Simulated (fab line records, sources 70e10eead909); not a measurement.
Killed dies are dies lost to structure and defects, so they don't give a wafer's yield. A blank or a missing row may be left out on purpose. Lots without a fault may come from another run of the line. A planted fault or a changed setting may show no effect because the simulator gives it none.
Which tool did it? | flow nand_harc | 14 lots, 41 wafers sampled, at 6 steps of a route of 1302

WHAT THE GAUGES READ, wafer by wafer
NHARC_P_BONDPAD_CD_MEAS_13. Usual: cd_nm 499.4 nm, standard deviation 2.2.
lot  | measured     | on        | cd_nm (nm)        | flag
L979 | day 6 17:33  | cd_sem-01 | 496.3 497.8 493.6 |
L980 | day 6 20:31  | cd_sem-03 | 499.5 501.0 502.0 |
L982 | day 8 01:00  | cd_sem-02 | 495.9 500.2 497.2 |
L983 | day 8 06:02  | cd_sem-02 | 500.7 496.7 498.3 |
L984 | day 8 11:12  | cd_sem-01 | 500.2 498.9 497.5 |
L985 | day 9 03:25  | cd_sem-02 | 498.3 502.1 499.3 |
L989 | day 10 21:01 | cd_sem-02 | 499.5 498.5 496.6 |
L990 | day 11 14:15 | cd_sem-03 | 500.9 502.2 499.0 |
L991 | day 11 17:39 | cd_sem-02 | 498.1 500.7 498.7 |
L994 | day 12 17:38 | cd_sem-01 | 500.0 498.9 502.8 |
L999 | day 15 07:31 | cd_sem-01 | 495.9 495.6 498.1 |
L100 | day 15 19:34 | cd_sem-02 | 498.4 499.4       |
L101 | day 15 21:56 | cd_sem-01 | 501.8 500.2 498.6 |
L102 | day 16 05:22 | cd_sem-01 | 497.6 498.8 502.8 |

NHARC_P_BONDPAD_INSPECT_23. Usual: raw_defect_count 323, standard deviation 120.
lot  | measured     | on                | raw_defect_count | flag
L979 | day 6 19:47  | defect_inspect-01 | 284 276 234      |
L980 | day 6 22:48  | defect_inspect-02 | 332 338 368      |
L982 | day 8 03:16  | defect_inspect-02 | 273 321 392      |
L983 | day 8 08:17  | defect_inspect-02 | 291 391 269      |
L984 | day 8 13:35  | defect_inspect-01 | 325 337 376      |
L985 | day 9 05:39  | defect_inspect-02 | 220 180 158      |
L989 | day 10 23:14 | defect_inspect-01 | 192 301 246      |
L990 | day 11 16:31 | defect_inspect-02 | 384 240 262      |
L991 | day 11 19:56 | defect_inspect-01 | 388 316 269      |
L994 | day 12 19:54 | defect_inspect-01 | 424 297 294      |
L999 | day 15 09:46 | defect_inspect-01 | 371 297 260      |
L100 | day 15 21:56 | defect_inspect-01 | 251 570          |
L101 | day 16 00:12 | defect_inspect-01 | 348 206 393      |
L102 | day 16 07:38 | defect_inspect-01 | 158 202 180      |

NHARC_A_ONON_D1_THK_MEAS_18: measures by ellipsometry. Usual: thk_nm 1000 nm, standard deviation 9.3.
lot  | measured     | on            | thk_nm (nm)    | flag
L979 | day 8 05:32  | film_metro-02 | 997 996 995    |
L980 | day 8 05:32  | film_metro-01 | 996 996 996    |
L982 | day 9 16:32  | film_metro-02 | 1009 1008 1007 |
L983 | day 9 16:33  | film_metro-01 | 1007 1009 1007 |
L984 | day 9 23:14  | film_metro-01 | 1001 1003 1000 |
L985 | day 10 17:06 | film_metro-02 | 1010 1012 1009 |
L989 | day 12 07:55 | film_metro-01 | 1009 1008 1007 |
L990 | day 13 01:48 | film_metro-01 | 987 987 986    |
L991 | day 13 09:05 | film_metro-02 | 996 997 997    |
L994 | day 14 06:42 | film_metro-01 | 1006 1006 1007 |
L999 | day 16 19:32 | film_metro-01 | 994 669 669    | OFF
L100 | day 17 07:30 | film_metro-01 | 656 656        | OFF
L101 | day 17 07:32 | film_metro-02 | 985 985 986    |
L102 | day 17 20:37 | film_metro-02 | 1006 1007 681  | OFF

NHARC_A_CHANNEL_HOLE_D1_INSPECT_12. Usual: raw_defect_count 5.5, standard deviation 2.6.
lot  | measured     | on                | raw_defect_count | flag
L979 | day 8 11:50  | defect_inspect-02 | 10 8 9           |
L980 | day 8 12:21  | defect_inspect-01 | 4 5 7            |
L982 | day 10 01:35 | defect_inspect-02 | 4 3 2            |
L983 | day 10 01:55 | defect_inspect-01 | 5 8 5            |
L984 | day 10 04:44 | defect_inspect-02 | 4 5 4            |
L985 | day 10 22:44 | defect_inspect-02 | 6 5 9            |
L989 | day 12 13:34 | defect_inspect-01 | 7 6 4            |
L990 | day 13 10:32 | defect_inspect-02 | 7 7 12           |
L991 | day 13 17:01 | defect_inspect-02 | 3 5 5            |
L994 | day 14 13:29 | defect_inspect-01 | 5 4 5            |
L999 | day 17 02:16 | defect_inspect-02 | 4                |
L101 | day 17 16:14 | defect_inspect-01 | 7 5 1            |
L102 | day 18 03:11 | defect_inspect-02 | 3 4              |

NHARC_END_SORT_01. Usual: killed_at_array 56, standard deviation 19; killed_at_other 1.0, standard deviation 1.3; killed_at_periphery 3.8, standard deviation 2.2; killed_dies 61, standard deviation 19; killed_open 3.1, standard deviation 1.9; killed_short 2.3, standard deviation 1.5.
lot  | measured     | on        | killed_at_array | killed_at_other | killed_at_periphery | killed_dies | killed_open | killed_short | flag
L999 | day 32 09:05 | prober-02 | 32 671 670      | 0 2 3           | 7 4 4               | 39 677 677  | 2 4 6       | 2 4 4        | OFF
L100 | day 33 07:42 | prober-02 | 670 674         | 1 0             | 6 3                 | 677 677     | 2 1         | 1 1          | OFF
L102 | day 34 11:44 | prober-02 | 70 73 673       | 0 1 3           | 2 3 1               | 72 77 677   | 1 3 5       | 0 5 3        | OFF

WHICH TOOL RAN EACH LOT (tool, then ch and the chambers of the sampled wafers, then the start)
lot  | NHARC_A_ONON_D1_DEP_16
L979 | pecvd_onon-04 ch 0, day 8 05:02
L980 | pecvd_onon-03 ch 0, day 8 05:02
L982 | pecvd_onon-04 ch 0, day 9 16:09
L983 | pecvd_onon-03 ch 0, day 9 16:09
L984 | pecvd_onon-04 ch 0, day 9 22:43
L985 | pecvd_onon-04 ch 0, day 10 16:39
L989 | pecvd_onon-03 ch 0, day 12 07:28
L990 | pecvd_onon-03 ch 0, day 13 01:28
L991 | pecvd_onon-03 ch 0, day 13 08:38
L994 | pecvd_onon-02 ch 0, day 14 06:18
L999 | pecvd_onon-03 ch 0, day 16 19:12
L100 | pecvd_onon-03 ch 0, day 17 07:13
L101 | pecvd_onon-04 ch 0, day 17 07:02
L102 | pecvd_onon-03 ch 0, day 17 20:07
- NHARC_A_ONON_D1_DEP_16: target thk 1000 nm.

WHAT THE TOOLS THEMSELVES READ (means of the sampled wafers that have a number; where no wafer has one, the mark that the record gives instead)
NHARC_A_ONON_D1_DEP_16. Usual: n2_flow_sccm 2749 sccm, standard deviation 8.1; n2o_flow_sccm 2000 sccm, standard deviation 6.2; nh3_flow_sccm 500.3 sccm, standard deviation 1.4.
lot  | tool          | n2_flow_sccm (sccm) | n2o_flow_sccm (sccm) | nh3_flow_sccm (sccm) | flag
L979 | pecvd_onon-04 | 2761                | 1999                 | 500.8                |
L980 | pecvd_onon-03 | 2752                | 1998                 | 501.5                |
L982 | pecvd_onon-04 | 2751                | 1999                 | 499.2                |
L983 | pecvd_onon-03 | 2751                | 2000                 | 500.9                |
L984 | pecvd_onon-04 | 2747                | 2001                 | 500.1                |
L985 | pecvd_onon-04 | 2761                | 2002                 | 498.3                |
L989 | pecvd_onon-03 | 2751                | 2007                 | 499.5                |
L990 | pecvd_onon-03 | 2748                | 1993                 | 499.7                |
L991 | pecvd_onon-03 | 2746                | 2007                 | 500.0                |
L994 | pecvd_onon-02 | 2750                | 1998                 | 500.8                |
L999 | pecvd_onon-03 | 2744                | 1993                 | 501.8                |
L100 | pecvd_onon-03 | 2756                | 2000                 | 499.1                |
L101 | pecvd_onon-04 | 2743                | 2004                 | 502.4                |
L102 | pecvd_onon-03 | 2743                | 1999                 | 499.2                |

THE ANSWER, worked out from the rows above alone
Rule: a lot is off if the mean of its wafers that have a number lies more than 3 standard deviations from the usual mean. A lot without any number at a reading at which 4 lots or more have one is off too. The other lots that the step has rows for count as sound. The gauges are gone through in route order, then the tools' own readings, and for those a lot's mean is taken as printed above. The first step at which some lot is off is used, and at that step the reading that is off furthest; a lot without a number counts as furthest.
Off: L999, L100, L102, at NHARC_A_ONON_D1_THK_MEAS_18 (thk_nm).
A tool fits if, at a process step before that reading, it ran every lot that is off, and no sound lot after the first of them. The gauges at NHARC_A_ONON_D1_THK_MEAS_18 aren't tried: what is off there is off at NHARC_END_SORT_01 too, on other tools, and a gauge's error can't cause that. One fits: pecvd_onon-03 at NHARC_A_ONON_D1_DEP_16. Its last sound lot is L991 (day 13 08:38), its first lot that is off L999 (day 16 19:12): a fault that began between those two fits.

WHAT THE SIMULATOR HAD PUT IN
Process parameter drift: pecvd_onon-03, from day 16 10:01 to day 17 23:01, at NHARC_A_ONON_D1_DEP_16. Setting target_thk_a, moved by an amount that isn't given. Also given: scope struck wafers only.
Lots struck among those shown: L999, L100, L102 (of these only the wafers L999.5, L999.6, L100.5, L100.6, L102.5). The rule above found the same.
